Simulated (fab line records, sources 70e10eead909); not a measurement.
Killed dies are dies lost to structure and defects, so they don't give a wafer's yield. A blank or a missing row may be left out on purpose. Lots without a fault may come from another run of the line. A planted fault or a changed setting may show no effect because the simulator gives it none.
Problem report in the 8D (eight disciplines) form, filled by code | flow nand_harc | the parts of the form that need people (team, actions taken, sign-off) are left out

1. THE PROBLEM
mfc_precursor_sccm at NHARC_A_CONTACT_DEP_24 reads a mean of 204.3 sccm on 6 wafers of 2 lots; wafers without a fault read 161.4 sccm with a standard deviation of 0.49. That is +88 standard deviations from the usual mean.
The step: deposits SiO2, target thk 500 nm.
First seen on wafer L973.2, day 26 15:34, on pecvd-03. The record holds 36 wafers of 12 lots with a number at this step. Rule for "out", or "out of limits": more than 4 standard deviations from the usual mean. The other wafers with a number count as sound.

2. WHAT IT IS AND WHAT IT IS NOT
question                    | is                     | is not
which readings at this step | mfc_precursor_sccm     | heater_power_outer_w, heater_power_w, throttle_valve_pct
which lots                  | L972, L973             | L959, L960, L961, L962, L963, L965, L968, L980, L981, L982
which wafers of those lots  | all that have a number | -
read on which tools         | pecvd-03               | pecvd-02
when                        | from day 26 15:34      | up to then (21 sound wafers); but 9 sound wafers of L980, L981, L982 came after

3. SUSPECTS, AND WHAT RULES EACH OUT
Counting: a tool at a process step up to the reading stays a suspect if it ran every lot that is out and no sound lot after the first of them.
- rie_diel-03 at NHARC_A_SLIT_ETCH_29 (etches the open film in CF4/O2, target depth 100 nm, overetch 10 nm, time 55 s): ruled out as a lasting fault. Sound lots L981 ran on it after its first lot that is out, L973 (day 25 14:57).
- pecvd-03 at NHARC_A_CONTACT_DEP_24 (deposits SiO2, target thk 500 nm): ruled out as a lasting fault. Sound lots L980 ran on it after its first lot that is out, L973 (day 26 15:34).
Left after counting: nothing in the record.

4. THE CAUSE (what the simulator had put in)
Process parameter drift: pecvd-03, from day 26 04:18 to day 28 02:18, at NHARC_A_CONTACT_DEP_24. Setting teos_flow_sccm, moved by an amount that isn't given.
Counting ruled it out, wrongly.

5. THE CHAIN OF EFFECTS, in route order
Each row: a reading whose mean over the struck wafers that have a number lies more than 3 standard deviations from the usual. Only readings for which the record gives a usual standard deviation are gone through. hours: the time from each lot's start at the first step in this table that gives one to its start at this step, as a median over the lots. sigmas: the change in usual standard deviations.
hours | step                   | reading            | usual      | on struck wafers | change | sigmas
0     | NHARC_A_CONTACT_DEP_24 | mfc_precursor_sccm | 161.4 sccm | 204.3            | +42.9  | +88
The process steps in it:
- NHARC_A_CONTACT_DEP_24: deposits SiO2, target thk 500 nm.

6. WHAT WOULD HAVE CAUGHT IT SOONER
In this record the first reading out of limits was taken at day 26 15:34, 11 hours after the fault began at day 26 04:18.
